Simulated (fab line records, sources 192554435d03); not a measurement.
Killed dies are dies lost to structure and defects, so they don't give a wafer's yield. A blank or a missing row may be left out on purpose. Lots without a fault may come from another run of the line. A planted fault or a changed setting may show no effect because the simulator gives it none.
A struck lot beside a sound one | flow n5_finfet | 22 steps out of a route of 1938
Sound: wafers L557.2, L557.4, L557.6. Struck: wafers L563.1, L563.4, L563.5. The cause comes at the end.
At each step with rows: each side's tool, then ch and its chambers, then its first start. Under that, the readings that differ: sound wafers | struck wafers | difference of the means | sigmas: that difference in standard deviations of wafers without a fault.
alike: readings whose means differ by less than 2 such deviations, and words and numbers that are the same on both sides. not compared: withheld readings, readings that some wafer has no value for, bounds like >300 that may hide the same value, and numbers for which the record gives no deviation and whose values overlap.
The two part at a step that has a row with sigmas, a row that says differs or no value, or rows on one side only. Numbers that don't overlap but have no deviation are shown without sigmas and don't part them. A reading that every wafer of one side lacks parts them only if that side has two wafers or more.

first, 7 steps without rows for these wafers: N5_BEOL_M4_COAT_73 (time 60 s, resist thk 5 nm); N5_BEOL_M4_COAT_05 (resist thk 30 nm); N5_BEOL_M4_EBR_07; N5_BEOL_M4_SOFTBAKE_06 (time 60 s); N5_BEOL_M4_EXPOSE_08 (exposes mask M4); N5_BEOL_M4_PEB_09 (peb time 60 s); N5_BEOL_M4_DEVELOP_10 (develop time 30 s).
N5_BEOL_M4_CD_MEAS_11: target cd 16.79 nm.
  sound on cd_sem-01 ch 0, day 8 01:32; struck on cd_sem-01 ch 0, day 9 12:53
  alike: cd_nm
N5_BEOL_M4_OVL_MEAS_12:
  sound on overlay-01 ch 0, day 8 01:34; struck on overlay-01 ch 0, day 9 12:55
  alike: M4_OVL
N5_BEOL_M4_INSPECT_13: inspects for defects (brightfield).
  sound on defect_inspect-01, day 8 01:37; struck on defect_inspect-01, day 9 12:59
  reading          | sound       | struck      | difference | sigmas
  raw_defect_count | 665 539 610 | 351 322 361 | -260       | -2
N5_BEOL_M4_DESCUM_16: chemistry O2, time 7 s.
  sound on rie_diel-03 ch 0,1,3, day 8 01:41; struck on rie_diel-05 ch 1,2,3, day 9 13:01
  alike: drypump_motor_current_A, oes_product_au, rf_fwd_power_W, rf_vpp_V, showerhead_plenum_p_Torr, throttle_valve_pct
  not compared: rf_hours_counter_h
N5_BEOL_M4_ETCH_74: etches underlayer in N2/H2, target depth 6.5 nm, time 5.2 s.
  sound on rie_diel-03 ch 0,1,3, day 8 01:43; struck on rie_diel-05 ch 1,2,3, day 9 13:02
  alike: bias_w, chamber_pressure_mTorr, drypump_motor_current_A, etch_rf_on_time_s, oes_product_au, rf_fwd_power_W, rf_vpp_V, showerhead_plenum_p_Torr, throttle_valve_pct
  not compared: rf_hours_counter_h
N5_BEOL_M4_ETCH_63: etches SiARC in CF4, target depth 15.6 nm, time 26 s.
  sound on rie_diel-03 ch 0,1,3, day 8 01:44; struck on rie_diel-05 ch 1,2,3, day 9 13:04
  no value came back on the struck wafers for any of 9 readings (bias_w (W), cf4_flow_sccm (sccm) and others); on the sound wafers bias_w (W) reads 36.06 36.15 36.00
  reading                                      | sound          | struck         | difference | sigmas
  model.CAR-EUV_of_BEOL_M4_COAT_05.thk_nm (nm) | 11.2 11.2 11.2 | 20.4 20.6 20.4 | +9.3       |
  not compared: rf_hours_counter_h
N5_BEOL_M4_ETCH_64: etches SOC in N2/H2, target depth 75 nm, overetch 22.5 nm, time 121.9 s.
  sound on rie_diel-03 ch 0,1,3, day 8 01:45; struck on rie_diel-05 ch 1,2,3, day 9 13:05
  reading               | sound          | struck         | difference | sigmas
  oes_product_au (a.u.) | 0.57 0.56 0.52 | 0.26 0.31 0.31 | -0.26      | -4
  alike: bias_w, chamber_pressure_mTorr, drypump_motor_current_A, rf_fwd_power_W, rf_vpp_V, showerhead_plenum_p_Torr, throttle_valve_pct
  not compared: rf_hours_counter_h
then, 2 steps without rows for these wafers: N5_BEOL_M4_STRIP_65 (strips in N2/H2); N5_BEOL_M4_STRIP_75 (strips in N2/H2).
N5_BEOL_M4_STRIP_66: strips in CF4.
  sound on rie_diel-03 ch 0,1,3, day 8 01:53; struck on rie_diel-05 ch 1,2,3, day 9 13:13
  alike: drypump_motor_current_A, oes_product_au, rf_fwd_power_W, rf_vpp_V, showerhead_plenum_p_Torr, throttle_valve_pct
  not compared: rf_hours_counter_h
N5_BEOL_M4_HM_OPEN_17: chemistry Cl2/BCl3, target TiN, target depth 20 nm, overetch 6 nm.
  sound on rie_metal-03 ch 0,1, day 8 01:56; struck on rie_metal-02 ch 0,1, day 9 13:16
  reading                | sound             | struck            | difference | sigmas
  oes_product_au (a.u.)  | 0.59 0.60 0.63    | 0.29 0.29 0.36    | -0.29      | -4
  throttle_valve_pct (%) | 22.03 22.02 22.24 | 22.66 22.68 22.53 | +0.53      | +4
  alike: drypump_motor_current_A, rf_fwd_power_W
  not compared: rf_hours_counter_h
N5_BEOL_M4_STRIP_19: strips in O2.
  sound on rie_diel-03 ch 1,3, day 8 02:02; struck on rie_diel-05 ch 0,3, day 9 13:22
  alike: drypump_motor_current_A, oes_product_au, rf_vpp_V, showerhead_plenum_p_Torr, throttle_valve_pct
  not compared: rf_hours_counter_h
N5_BEOL_M4_CD_MEAS_18: pitch 36 nm, target cd 18 nm.
  sound on cd_sem-02, day 8 02:07; struck on cd_sem-02, day 9 13:26
  reading    | sound             | struck | difference                    | sigmas
  cd_nm (nm) | 18.22 17.66 17.88 | - - -  | no value on the struck wafers |
then, 1 step without rows for these wafers: N5_BEOL_M4_COAT_67 (time 60 s, resist thk 60 nm).
N5_BEOL_M4_RC_MEAS_101:
  the record has rows for the sound wafers here (prober-02 ch 0, day 8 13:01) and none for the struck ones

WHERE THEY PART
First at N5_BEOL_M4_INSPECT_13; last, within this record, at N5_BEOL_M4_RC_MEAS_101.

WHY: what the simulator had put in
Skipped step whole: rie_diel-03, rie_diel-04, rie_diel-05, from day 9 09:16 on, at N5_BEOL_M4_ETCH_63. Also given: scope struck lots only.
